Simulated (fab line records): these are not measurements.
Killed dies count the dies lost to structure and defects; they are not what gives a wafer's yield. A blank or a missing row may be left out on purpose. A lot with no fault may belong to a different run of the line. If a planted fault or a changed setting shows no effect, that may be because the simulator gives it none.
Which of the tools did it? / flow nand_harc / 72 wafers from 24 lots sampled at 2 of the route's 1159 steps

## WHAT THE GAUGES READ, wafer by wafer
NHARC_A_START_INSPECT_01.
lot=L074; measured=day 6 03:16; on=defect_inspect-02; raw_defect_count=2 1 3
lot=L075; measured=day 7 01:26; on=defect_inspect-01; raw_defect_count=4 1 2
lot=L076; measured=day 7 01:46; on=defect_inspect-02; raw_defect_count=5 1 9
lot=L077; measured=day 7 12:04; on=defect_inspect-01; raw_defect_count=5 1 1
lot=L078; measured=day 7 16:11; on=defect_inspect-01; raw_defect_count=1 2 1
lot=L079; measured=day 7 16:51; on=defect_inspect-01; raw_defect_count=4 1 3
lot=L080; measured=day 7 21:26; on=defect_inspect-02; raw_defect_count=2 4 2
lot=L081; measured=day 8 06:37; on=defect_inspect-02; raw_defect_count=3 6 7
lot=L082; measured=day 8 07:55; on=defect_inspect-01; raw_defect_count=1 6 3
lot=L083; measured=day 8 16:42; on=defect_inspect-01; raw_defect_count=5 6 3
lot=L084; measured=day 8 22:27; on=defect_inspect-01; raw_defect_count=2 2 4
lot=L087; measured=day 9 14:29; on=defect_inspect-02; raw_defect_count=3 5 2
lot=L086; measured=day 9 15:22; on=defect_inspect-02; raw_defect_count=0 6 3
lot=L085; measured=day 9 15:49; on=defect_inspect-01; raw_defect_count=2 1 5
lot=L089; measured=day 10 07:59; on=defect_inspect-02; raw_defect_count=3 5 6
lot=L088; measured=day 10 09:46; on=defect_inspect-02; raw_defect_count=7 4 4
lot=L091; measured=day 10 10:05; on=defect_inspect-01; raw_defect_count=4 5 0
lot=L090; measured=day 10 14:38; on=defect_inspect-01; raw_defect_count=6 5 5
lot=L092; measured=day 10 20:39; on=defect_inspect-02; raw_defect_count=5 2 1
lot=L094; measured=day 11 15:49; on=defect_inspect-01; raw_defect_count=3 4 3
lot=L093; measured=day 11 16:05; on=defect_inspect-01; raw_defect_count=4 3 3
lot=L095; measured=day 11 18:01; on=defect_inspect-02; raw_defect_count=6 3 2
lot=L096; measured=day 11 21:47; on=defect_inspect-01; raw_defect_count=4 3 2
lot=L097; measured=day 11 22:42; on=defect_inspect-01; raw_defect_count=1 3 4

## WHAT TOOL EACH LOT RAN ON (gives the tool, then ch and the chambers of the sampled wafers, and finally the start)
lot=L074; NHARC_P_BONDPAD_ANNEAL_28=rtp_anneal-01 ch 0, day 6 01:55
lot=L075; NHARC_P_BONDPAD_ANNEAL_28=rtp_anneal-01 ch 0, day 7 00:05
lot=L076; NHARC_P_BONDPAD_ANNEAL_28=rtp_anneal-02 ch 0, day 7 00:25
lot=L077; NHARC_P_BONDPAD_ANNEAL_28=rtp_anneal-01 ch 0, day 7 10:46
lot=L078; NHARC_P_BONDPAD_ANNEAL_28=rtp_anneal-02 ch 0, day 7 14:50
lot=L079; NHARC_P_BONDPAD_ANNEAL_28=rtp_anneal-01 ch 0, day 7 15:31
lot=L080; NHARC_P_BONDPAD_ANNEAL_28=rtp_anneal-01 ch 0, day 7 20:04
lot=L081; NHARC_P_BONDPAD_ANNEAL_28=rtp_anneal-02 ch 0, day 8 05:19
lot=L082; NHARC_P_BONDPAD_ANNEAL_28=rtp_anneal-01 ch 0, day 8 06:41
lot=L083; NHARC_P_BONDPAD_ANNEAL_28=rtp_anneal-01 ch 0, day 8 15:25
lot=L084; NHARC_P_BONDPAD_ANNEAL_28=rtp_anneal-02 ch 0, day 8 21:08
lot=L087; NHARC_P_BONDPAD_ANNEAL_28=rtp_anneal-01 ch 0, day 9 12:46
lot=L086; NHARC_P_BONDPAD_ANNEAL_28=rtp_anneal-01 ch 0, day 9 13:34
lot=L085; NHARC_P_BONDPAD_ANNEAL_28=rtp_anneal-02 ch 0, day 9 14:25
lot=L089; NHARC_P_BONDPAD_ANNEAL_28=rtp_anneal-02 ch 0, day 10 06:41
lot=L088; NHARC_P_BONDPAD_ANNEAL_28=rtp_anneal-02 ch 0, day 10 08:25
lot=L091; NHARC_P_BONDPAD_ANNEAL_28=rtp_anneal-01 ch 0, day 10 08:46
lot=L090; NHARC_P_BONDPAD_ANNEAL_28=rtp_anneal-02 ch 0, day 10 13:21
lot=L092; NHARC_P_BONDPAD_ANNEAL_28=rtp_anneal-01 ch 0, day 10 19:21
lot=L094; NHARC_P_BONDPAD_ANNEAL_28=rtp_anneal-01 ch 0, day 11 14:28
lot=L093; NHARC_P_BONDPAD_ANNEAL_28=rtp_anneal-01 ch 0, day 11 14:44
lot=L095; NHARC_P_BONDPAD_ANNEAL_28=rtp_anneal-01 ch 0, day 11 16:40
lot=L096; NHARC_P_BONDPAD_ANNEAL_28=rtp_anneal-02 ch 0, day 11 20:25
lot=L097; NHARC_P_BONDPAD_ANNEAL_28=rtp_anneal-02 ch 0, day 11 21:27
- NHARC_P_BONDPAD_ANNEAL_28: time 90 s.

## AS READ BY THE TOOLS THEMSELVES (means over the sampled wafers that have a number; for cases with no such wafer, the mark the record gives instead)
NHARC_P_BONDPAD_ANNEAL_28.
lot=L074 tool=rtp_anneal-01 wafer_temp_C_max=226.5
lot=L075 tool=rtp_anneal-01 wafer_temp_C_max=226.0
lot=L076 tool=rtp_anneal-02 wafer_temp_C_max=225.8
lot=L077 tool=rtp_anneal-01 wafer_temp_C_max=226.3
lot=L078 tool=rtp_anneal-02 wafer_temp_C_max=225.8
lot=L079 tool=rtp_anneal-01 wafer_temp_C_max=226.1
lot=L080 tool=rtp_anneal-01 wafer_temp_C_max=226.2
lot=L081 tool=rtp_anneal-02 wafer_temp_C_max=225.8
lot=L082 tool=rtp_anneal-01 wafer_temp_C_max=226.2
lot=L083 tool=rtp_anneal-01 wafer_temp_C_max=226.4
lot=L084 tool=rtp_anneal-02 wafer_temp_C_max=225.6
lot=L087 tool=rtp_anneal-01 wafer_temp_C_max=226.2
lot=L086 tool=rtp_anneal-01 wafer_temp_C_max=226.0
lot=L085 tool=rtp_anneal-02 wafer_temp_C_max=225.7
lot=L089 tool=rtp_anneal-02 wafer_temp_C_max=225.7
lot=L088 tool=rtp_anneal-02 wafer_temp_C_max=225.6
lot=L091 tool=rtp_anneal-01 wafer_temp_C_max=226.0
lot=L090 tool=rtp_anneal-02 wafer_temp_C_max=225.6
lot=L092 tool=rtp_anneal-01 wafer_temp_C_max=226.0
lot=L094 tool=rtp_anneal-01 wafer_temp_C_max=226.1
lot=L093 tool=rtp_anneal-01 wafer_temp_C_max=226.1
lot=L095 tool=rtp_anneal-01 wafer_temp_C_max=225.9
lot=L096 tool=rtp_anneal-02 wafer_temp_C_max=225.5
lot=L097 tool=rtp_anneal-02 wafer_temp_C_max=225.7

## THE ANSWER, worked out from the rows above alone
Rule: the lots themselves supply what counts as usual. The widest of any qualifying gaps counts: lots, ordered by their means at a reading, are off when they make up no more than a third of the lots, leave a main group of 4 or more, and stand apart from it by 3 or more times the standard deviation of that group's means. A main group whose means are all the same, to the digits that the tables above print for the reading, isn't used. A lot without any number at a reading at which 4 lots or more have one is off too. The other lots that the step has rows for count as sound. After the gauges, taken in route order, come the tools' own readings; for these a lot's mean is taken, as printed above. The first step at which some lot is off is used, and at that step the reading that is off furthest; a lot without a number counts as furthest.
None of the lots is off at any reading shown; this tells nothing.

## WHAT THE SIMULATOR HAD INSERTED
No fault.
